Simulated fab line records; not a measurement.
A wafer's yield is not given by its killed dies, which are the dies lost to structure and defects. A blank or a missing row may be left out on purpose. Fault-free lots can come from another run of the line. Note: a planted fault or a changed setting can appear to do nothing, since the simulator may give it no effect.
Chamber matching    flow n5_finfet    N5_HKMG_FIN_ETCH_55 on rie_diel-06 has 4 sister chambers
The step etches SOC in N2/H2, target depth 240 nm, time 300 s. 18 wafers are shown with their chamber, then 9 later ones without.

== EACH WAFER AND ITS CHAMBER ==
wafer   chamber  drypump_motor_current_A (A)  throttle_valve_pct (%)  showerhead_plenum_p_Torr (Torr)
L076.1  0        5.5                          18.17                   2.41
L076.3  2        5.5                          17.97                   2.60
L076.5  1        4.9                          17.52                   2.57
L080.2  0        5.6                          18.21                   2.41
L080.3  2        5.5                          17.98                   2.59
L080.6  3        5.3                          17.78                   2.50
L081.1  2        5.5                          17.97                   2.59
L081.4  0        5.5                          18.22                   2.41
L081.6  2        5.5                          17.97                   2.59
L086.1  1        4.9                          17.57                   2.55
L086.5  3        5.3                          17.42                   2.50
L086.6  2        5.5                          18.00                   2.59
L091.1  3        5.3                          17.43                   2.50
L091.2  2        5.5                          18.02                   2.58
L091.5  1        4.9                          17.58                   2.55
L092.1  3        5.3                          17.44                   2.49
L092.2  1        5.0                          17.60                   2.55
L092.3  0        5.6                          17.75                   2.72

SIGNATURES (averages over the wafers above)
reading                   chamber 0  chamber 1  chamber 2  chamber 3  scatter within a chamber
drypump_motor_current_A   5.550      4.925      5.500      5.300      0.0354
throttle_valve_pct        18.0875    17.5675    17.9850    17.5175    0.134
showerhead_plenum_p_Torr  2.4875     2.5550     2.5900     2.4975     0.072
Rule: for each reading, subtract the chamber's mean from the wafer's reading, divide by that reading's scatter and square the result; add these up over the readings and take the root, which gives the wafer's distance from the chamber. If the next closest chamber is less than 2 further off than the closest, the wafer can't be placed; otherwise it belongs to the closest. The scatter: take each reading less its chamber's mean, square it, sum over the shown wafers, divide by the number of wafers less the number of chambers, and take the root.

== WAFERS WITHOUT THEIR CHAMBER ==
wafer   drypump_motor_current_A (A)  throttle_valve_pct (%)  showerhead_plenum_p_Torr (Torr)
L093.1  4.9                          17.59                   2.55
L093.4  5.3                          17.45                   2.49
L093.5  5.3                          17.45                   2.49
L094.2  5.5                          18.03                   2.58
L094.4  4.9                          17.59                   2.55
L094.5  5.5                          17.74                   2.72
L097.1  4.9                          17.60                   2.55
L097.5  5.6                          17.77                   2.72
L097.6  5.3                          17.46                   2.49

== EACH ONE'S CHAMBER ==
wafer   from the rows above      in truth
L093.1  1                        1
L093.4  3                        3
L093.5  3                        3
L094.2  can't be placed: 2 or 0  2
L094.4  1                        1
L094.5  can't be placed: 2 or 0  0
L097.1  1                        1
L097.5  can't be placed: 2 or 0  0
L097.6  3                        3
Placed correctly: 6 of 9. Cannot be placed on the basis of these rows: 3; the candidates contain the true chamber in 3. Placed wrongly: 0.
